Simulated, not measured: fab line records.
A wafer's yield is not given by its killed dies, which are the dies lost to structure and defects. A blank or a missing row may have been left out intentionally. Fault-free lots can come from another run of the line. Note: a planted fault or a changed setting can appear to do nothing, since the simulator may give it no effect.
fab line records -- flow n5Finfet
record: lots: 4, wafers: 12, lastDay: 19
route steps=1938 shown BEOL_M10@1530 BEOL_M11@1536
lots untouched by any fault: they come from a run of this same line in which no faults occurred
startH: hours from the record's first day to the start of the lot's first wafer shown -- waitH: hours since the lot's step before -- " as in the row above -- L1.1+2: several wafers, shown together as one row -- - no value, or no start given -- * or withheld: withheld -- < > ~ a bound
route shown NAME@n: names a module that has steps shown in the file, with the first one's number in the route -- usual: average and standard deviation across the fault-free wafers -- same: alike in all rows -- chamber/n: place in a boat -- sites: per-site readings -- _std_site: the standard deviation of these -- _edge_site: inner sites' mean taken away from outer sites' mean -- radiusMm: how far each site lies from the wafer's centre -- mask NAME#n: copy n -- behind: the most recent tool/chamber to have shaped the wafer -- hold: what put the lot on hold/how long, in hours/how the hold closed -- device: names the non-switching transistor (n, p or np) -- end of line: tests run on the same wafers once the route is complete -- for a step that has no rows: nothing shown but its recipe -- killed: at the first sort, the dies lost to defects and structure; wafer yield is something else -- map: the dies of a wafer, with x for killed, . for not killed, _ for no die there
set.NAME: the run value of the setting; set.NAME@STEP: its run value at that earlier step -- model.NAME: the simulator's own value behind a step, which no gauge read
a table for each step, a row for each wafer; lots at some steps of the route
services: the hour from which a tool's chamber was out of use, counted from the record's first day as startH (under 0 if before that day), plus the number of hours and why
== steps ==
step: N5_BEOL_M10_CMP_52
recipe: stopOn: SiCOH_lowk, tOverpolishS: 7, downForcePsi: 1, platenRpm: 50, clearingPlatenDownForcePsi: 1.5, clearingPlatenRpm: 50, postCmpClean: cuAlkaline, targetThkNm: 140, clearingPlatenPadVelocityMS: 0.99484, padVelocityMS: 0.99484
step: N5_BEOL_M10_PRE_CLEAN_55
recipe: gas: NH3, timeS: 15, tempC: withheld, rfPowerW: 300
step: N5_BEOL_M10_DEP_56
recipe: material: SiCN, targetThkA: 150, tempC: withheld, precursor: 3MS/NH3, pressureTorr: 3, rfW: 202, timeS: 26.5
step: N5_BEOL_M11_ILD_DEP_00
recipe: material: SiCOH_lowk, targetThkA: 3085.1, tempC: 300, precursor: DEMS/porogen, pressureTorr: 5, rfW: 500, timeS: 58
step: N5_BEOL_M11_CURE_71
recipe: tempC: 385, timeS: 240, ambient: He/Ar, material: SiCOH_lowk
step: N5_BEOL_M11_PECVD_70
recipe: material: SiO2, targetThkA: 200, tempC: 400, precursor: TEOS/O2, pressureTorr: 5.5, rfW: 450, teosFlowSccm: 53.8, gas: O2, flowSccm: 3000, timeS: 22.7
step: N5_BEOL_M11_HM_DEP_02
recipe: material: TiN, targetThkA: 200, tempC: 25, chamberPressurePa: 0.49996
step: N5_BEOL_M11_COAT_59
recipe: resist: SOC, tempC: 250, timeS: 60, spinRpm: 1500, resistThkNm: 100
step: N5_BEOL_M11_COAT_60
recipe: resist: SiARC, tempC: 220, timeS: 60, spinRpm: 1500, resistThkNm: 30
usual: spinSpeedRpm: 1500.0/1
lot.wafer,tool,chamber,startH,waitH,spinSpeedRpm,model.SiARC_of_BEOL_M11_COAT_60.thkNm
L796.1,lithoTrack-03,0,293.53,-,1501.0,30
L796.3,lithoTrack-03,0,293.53,-,1499.6,30
L796.6,lithoTrack-03,0,293.53,-,1500.9,30
L804.3,lithoTrack-03,0,332.98,-,1700.5,28.2
L804.5,lithoTrack-03,0,332.98,-,1701.0,28
L804.6,lithoTrack-03,0,332.98,-,1700.3,28.2
L801.1,lithoTrack-03,0,333.16,-,1700.5,28.2
L801.2,lithoTrack-03,0,333.16,-,1702.3,28.2
L801.5,lithoTrack-03,0,333.16,-,1699.3,28.2
L806.2,lithoTrack-01,0,359.28,-,1499.5,29.8
L806.5,lithoTrack-01,0,359.28,-,1500.3,30
L806.6,lithoTrack-01,0,359.28,-,1498.5,30
step: N5_BEOL_M11_COAT_05
recipe: resist: CAR-ArF, spinRpm: 1500, resistThkNm: 90
step: N5_BEOL_M11_EBR_07
recipe: solvent: PGMEA, ebrWidthMm: 1.5
step: N5_BEOL_M11_SOFTBAKE_06
recipe: tempC: 110, timeS: 60, resist: CAR-ArF
step: N5_BEOL_M11_EXPOSE_08
recipe: maskId: M11, na: 1.35, sourceShape: dipole, sigmaInner: 0.411, sigmaOuter: 0.611, polarization: te, doseMj: 53.75
step: N5_BEOL_M11_PEB_09
recipe: pebTempC: withheld, pebTimeS: 60, resist: CAR-ArF
step: N5_BEOL_M11_DEVELOP_10
recipe: developTimeS: 30, developer: TMAH, resist: CAR-ArF, rinseLiquid: diw, dry: airSpin, devTempC: 23
step: N5_BEOL_M11_DESCUM_16
recipe: chemistry: O2, timeS: 7.9, sourcePowerW: 50, biasPowerW: 20, pressureMtorr: 20, rfFrequencyHz: 2.712e+07, tempC: 40, resist: CAR-ArF, o2FlowSccm: 225
step: N5_BEOL_M11_ETCH_61
recipe: chemistry: CF4, target: SiARC, targetDepthA: 390, maskMaterial: CAR-ArF, timeS: 65, ionEnergyEv: 80, pressureMtorr: 40, sourceW: 545, biasW: 36, Ar_flow_sccm: 100, cf4FlowSccm: 100, ends: cleared
usual: chamberPressureMTorr: 40.00/0.036, drypumpMotorCurrentA: 5.73/0.29, etchRfOnTimeS: 64.8/2.5, oesProductAu: 0.67/0.072, rfVppV: 183.8/1.4, showerheadPlenumPTorr: 2.13/0.084, throttleValvePct: 15.67/0.2
lot.wafer,tool,chamber,startH,waitH,chamberPressureMTorr,drypumpMotorCurrentA,etchRfOnTimeS,oesProductAu,rfHoursCounterH,rfVppV,showerheadPlenumPTorr,throttleValvePct,model.etch.depthNm,model.CAR-ArF_of_BEOL_M11_COAT_05.thkNm
L796.1,rieDiel-06,2,294.19,0.0,40.01,5.31,62.7,0.79,23,186.4,2.29,15.53,30,55.2
L796.3,rieDiel-06,3,294.19,0.0,39.98,5.89,61.7,0.65,169,183.5,2.04,15.59,30.03,55.6
L796.6,rieDiel-06,2,294.19,0.0,40.00,5.32,62.2,0.79,-,187.8,2.29,15.54,30.04,55.6
L804.3,rieDiel-06,3,333.54,0.0,40.03,5.86,58.8,0.63,180,183.3,2.04,15.59,28.2,57
L804.5,rieDiel-06,0,333.54,0.0,39.98,5.55,62.9,0.69,-,182.7,2.07,15.36,28.09,57
L804.6,rieDiel-06,3,333.54,0.0,40.03,5.86,58.8,0.64,-,182.5,2.04,15.61,28.16,57.4
L801.1,rieDiel-05,1,333.65,0.0,40.05,5.76,58.8,0.62,205,184.2,2.21,15.72,28.12,57.2
L801.2,rieDiel-05,3,333.65,0.0,39.99,5.95,63.8,0.65,110,184.3,2.17,15.88,28.26,57.6
L801.5,rieDiel-05,2,333.65,0.0,40.00,5.34,65.5,0.57,-,182.6,2.13,15.91,28.13,57.8
L806.2,rieDiel-06,1,359.66,0.0,40.02,5.62,64.1,0.61,221,182.0,2.03,15.74,29.85,55.8
L806.5,rieDiel-06,2,359.66,0.0,40.00,5.34,62.7,0.77,-,185.4,2.29,15.57,29.96,55.4
L806.6,rieDiel-06,1,359.66,0.0,40.00,5.63,63.7,0.62,-,182.2,2.03,15.74,29.92,55.8
step: N5_BEOL_M11_ETCH_62
recipe: chemistry: N2/H2, target: SOC, targetDepthA: 1100, overetchA: 220, maskMaterial: SiARC, tempC: 40, timeS: 165, ionEnergyEv: 200, pressureMtorr: 30, sourceW: 840, biasW: 150, n2FlowSccm: 200, h2FlowSccm: 200
usual: chamberPressureMTorr: 29.997/0.025, drypumpMotorCurrentA: 5.74/0.3, oesProductAu: 0.67/0.066, rfVppV: 523.5/2.9, showerheadPlenumPTorr: 2.53/0.11, throttleValvePct: 17.88/0.21
lot.wafer,tool,chamber,startH,waitH,chamberPressureMTorr,drypumpMotorCurrentA,oesProductAu,rfHoursCounterH,rfVppV,showerheadPlenumPTorr,throttleValvePct,model.SiARC_of_BEOL_M11_COAT_60.thkNm
L796.1,rieDiel-06,2,294.24,0.0,29.992,5.33,0.77,23,529.0,2.74,17.88,23.2
L796.3,rieDiel-06,3,294.24,0.0,29.996,5.90,0.63,169,520.4,2.41,17.71,23.2
L796.6,rieDiel-06,2,294.24,0.0,29.956,5.33,0.77,-,528.9,2.74,17.88,23.2
L804.3,rieDiel-06,3,333.59,0.0,29.997,5.88,0.63,180,519.4,2.41,17.74,21.4
L804.5,rieDiel-06,0,333.59,0.0,29.984,5.57,0.69,-,522.1,2.46,17.71,21.8
L804.6,rieDiel-06,3,333.59,0.0,30.008,5.86,0.62,-,521.5,2.41,17.72,21.2
L801.1,rieDiel-05,1,333.70,0.0,29.976,5.76,0.61,205,525.6,2.63,17.85,21.2
L801.2,rieDiel-05,3,333.70,0.0,29.995,5.98,0.67,110,524.5,2.58,18.21,22
L801.5,rieDiel-05,2,333.70,0.0,30.019,5.33,0.59,-,522.8,2.47,17.71,22.2
L806.2,rieDiel-06,1,359.71,0.0,29.990,5.64,0.61,221,520.3,2.43,18.05,23.4
L806.5,rieDiel-06,2,359.71,0.0,30.030,5.36,0.74,-,529.4,2.73,17.93,23
L806.6,rieDiel-06,1,359.71,0.0,29.981,5.64,0.61,-,522.0,2.42,18.06,23.6
step: N5_BEOL_M11_STRIP_68
recipe: chemistry: N2/H2, tempC: 40, n2FlowSccm: 200, h2FlowSccm: 200, rfFrequencyHz: 6e+07
== services ==
tool,chamber,startH,hours,kind
rieDiel-05,-,290.91,0.9,repair
rieDiel-05,1,356.64,3.1,repair
== key ==
firstSign: step: N5_BEOL_M11_COAT_60, reading: spinSpeedRpm, direction: up, sigmas: 99+, usual: *, struck: *
effect none on later readings
modelEffect: step: N5_BEOL_M11_COAT_60, value: SiARC_of_BEOL_M11_COAT_60.thkNm, without: 30, struck: 28.17
modelEffect: step: N5_BEOL_M11_ETCH_61, value: etch.depthNm, without: 29.99, struck: 28.16
modelEffect: step: N5_BEOL_M11_ETCH_62, value: SiARC_of_BEOL_M11_COAT_60.thkNm, without: 23.47, struck: 21.63
metAt N5_BEOL_M11_COAT_60
struckWafers L801.1,L801.2,L801.5,L804.3,L804.5,L804.6
onsetBetween 293.53 332.98
fault: kind: processParameterDrift, tool: lithoTrack-03, chamber: -, onsetH: 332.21, steps: N5_BEOL_M11_COAT_60, channel: spinRpm, offset: *, shape: step, endH: 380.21, actsIn: *, stated: *
